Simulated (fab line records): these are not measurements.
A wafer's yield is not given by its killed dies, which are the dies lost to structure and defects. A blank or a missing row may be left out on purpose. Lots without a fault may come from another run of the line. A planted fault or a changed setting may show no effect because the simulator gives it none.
Split-lot trial    flow n5Finfet    7 lots, 39 wafers read, on a route of 1938 steps

## ABOUT THE SPLIT
At N5_BEOL_M11_TRENCH_ETCH_37 (etches SiCOH lowk in C4F6/O2, target depth 148.83 nm, time 48 s), the setting targetDepthA was moved away from the recipe's 1488.3 angstrom on 9 of the 39 wafers read, by -38.7% to +57.9%. All remaining wafers had this setting at the recipe value.

## FROM THE SPLIT TO THE READING: what the file shows between them, 8 steps
- N5_BEOL_M11_ETCH_41: etches SiCN in CH3F/O2, target depth 42.6 nm, time 86 s
- N5_BEOL_M11_STRIP_77: strips in N2/H2, time 10 s
- N5_BEOL_M11_OCD_MEAS_38
- N5_BEOL_M11_HM_STRIP_39: strips TiN in peroxide tin strip, target depth 25 nm, time 158 s
- N5_BEOL_M11_SRD_40: time 30 s
- N5_BEOL_M11_ECD_50: material Cu, target thk 318 nm
- N5_BEOL_M11_ANNEAL_51: time 90 s
- N5_BEOL_M11_CMP_52: polishes, stops on SiCOH lowk, t overpolish 7 s, target thk 140 nm

## THE READING
M11_THK, in nm, at N5_BEOL_M11_THK_MEAS_53 (measures by xrf). Typical for fault-free wafers on this fab line: 137.7 nm, with standard deviation 2.6 nm.

wafer   tool, chamber at the split  targetDepthA as run, angstrom  against the recipe  M11_THK, nm  against lot-mates on the recipe
L077.1  rieDiel-01, 3               1488.3                         recipe              141.4        -
L077.2  rieDiel-01, 1               2350                           +57.9%              226.3        +86.3
L077.3  rieDiel-01, 2               2350                           +57.9%              218.9        +78.9
L077.4  rieDiel-01, 0               1488.3                         recipe              139.2        -
L077.5  rieDiel-01, 0               1488.3                         recipe              139.4        -
L077.6  rieDiel-01, 1               2350                           +57.9%              222.9        +82.9
L080.1  rieDiel-03, 3               1488.3                         recipe              135.7        -
L080.2  rieDiel-03, 0               1488.3                         recipe              136.4        -
L080.3  rieDiel-03, 1               1488.3                         recipe              136.4        -
L080.4  rieDiel-03, 0               1488.3                         recipe              134.8        -
L080.5  rieDiel-03, 3               1488.3                         recipe              137.3        -
L080.6  rieDiel-03, 1               1488.3                         recipe              139.0        -
L081.1  rieDiel-01, 2               1488.3                         recipe              136.7        -
L081.2  rieDiel-01, 1               1488.3                         recipe              140.4        -
L081.3  rieDiel-01, 0               1488.3                         recipe              140.7        -
L081.4  rieDiel-01, 3               1488.3                         recipe              140.5        -
L081.5  rieDiel-01, 1               1488.3                         recipe              138.5        -
L081.6  rieDiel-01, 0               1488.3                         recipe              139.5        -
L083.1  rieDiel-05, 1               1488.3                         recipe              142.5        -
L083.2  rieDiel-05, 3               1997                           +34.2%              189.9        +48.6
L083.3  rieDiel-05, 0               1488.3                         recipe              141.8        -
L083.4  rieDiel-05, 2               1997                           +34.2%              186.9        +45.6
L083.5  rieDiel-05, 0               1997                           +34.2%              192.7        +51.4
L083.6  rieDiel-05, 3               1488.3                         recipe              139.7        -
L087.1  rieDiel-05, 1               1488.3                         recipe              140.0        -
L087.2  rieDiel-05, 0               912                            -38.7%              81.9         -55.9
L087.3  rieDiel-05, 2               912                            -38.7%              78.3         -59.5
L087.4  rieDiel-05, 3               1488.3                         recipe              137.5        -
L087.5  rieDiel-05, 0               912                            -38.7%              80.8         -57.0
L087.6  rieDiel-05, 3               1488.3                         recipe              136.0        -
L096.1  rieDiel-03, 2               1488.3                         recipe              136.4        -
L096.2  rieDiel-03, 3               1488.3                         recipe              137.7        -
L096.3  rieDiel-03, 1               1488.3                         recipe              136.8        -
L096.4  rieDiel-03, 0               1488.3                         recipe              142.1        -
L096.5  rieDiel-03, 2               1488.3                         recipe              137.4        -
L096.6  rieDiel-03, 1               1488.3                         recipe              138.5        -
L097.2  rieDiel-03, 1               1488.3                         recipe              136.5        -
L097.3  rieDiel-03, 0               1488.3                         recipe              142.5        -
L097.5  rieDiel-03, 2               1488.3                         recipe              135.3        -

THE FIT
A straight line over all 39 wafers: M11_THK changes by +1.48 nm for each +1% of targetDepthA; r = +1.00; the points scatter about the line by 2.4 nm.
The same after taking each lot's own level away (the mean of its wafers on the recipe; 39 wafers): +1.44 nm for each +1%; r = +1.00; scatter 2 nm.
According to that fit, moving targetDepthA by its largest amount changes the reading by 84 nm.
From 136.60 to 141.33 nm: that is the span of the lots' own levels, equal to 1.8 times the standard deviation above.
Hence the lot-to-lot level has little effect on the slope; both slopes agree.
Check: with one of the wafers moved furthest among these (+57.9%) left out of the fit, the line predicts +82.6 nm for it against its lot-mates. It came out at +86.3 nm against them.

## THE WHOLE CHAIN: every reading that the file lists as answering this split, in the file's order
step                        what it does                                                        reading                                                                           change (the file's fit)                                                                  r (the file's)
N5_BEOL_M11_TRENCH_ETCH_37  etches SiCOH lowk in C4F6/O2, target depth 148.83 nm, time 48 s     etch.depthNm (the simulator's own value, which no gauge read)                     +1.48 nm for each +1% of the setting                                                     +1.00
N5_BEOL_M11_TRENCH_ETCH_37  etches SiCOH lowk in C4F6/O2, target depth 148.83 nm, time 48 s     BEOL_M11.featureDepthNm (the simulator's own value, which no gauge read)          +1.48 nm for each +1% of the setting                                                     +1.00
N5_BEOL_M11_TRENCH_ETCH_37  etches SiCOH lowk in C4F6/O2, target depth 148.83 nm, time 48 s     TiN_of_BEOL_M11_HM_DEP_02.thkNm (the simulator's own value, which no gauge read)  -0.0386 nm for each +1% of the setting                                                   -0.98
N5_BEOL_M11_OCD_MEAS_38                                                                         trenchDepthNm                                                                     +1.49 nm for each +1% of the setting                                                     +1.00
N5_BEOL_M11_CMP_52          polishes, stops on SiCOH lowk, t overpolish 7 s, target thk 140 nm  Cu_of_BEOL_M11_ECD_50.thkNm (the simulator's own value, which no gauge read)      +1.48 nm for each +1% of the setting                                                     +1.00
N5_BEOL_M11_THK_MEAS_53     measures by xrf                                                     M11_THK                                                                           +1.44 for each +1% of the setting                                                        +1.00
N5_BEOL_M11_RS_MEAS_57      measures by four-point-probe                                        M11_RS                                                                            not straight: 0.2750 at the lowest setting, 0.1486 at the recipe, 0.0885 at the highest  not given

## THE FILE'S OWN FIT
M11_THK changes by +1.44 nm for each +1% of targetDepthA, r = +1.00.
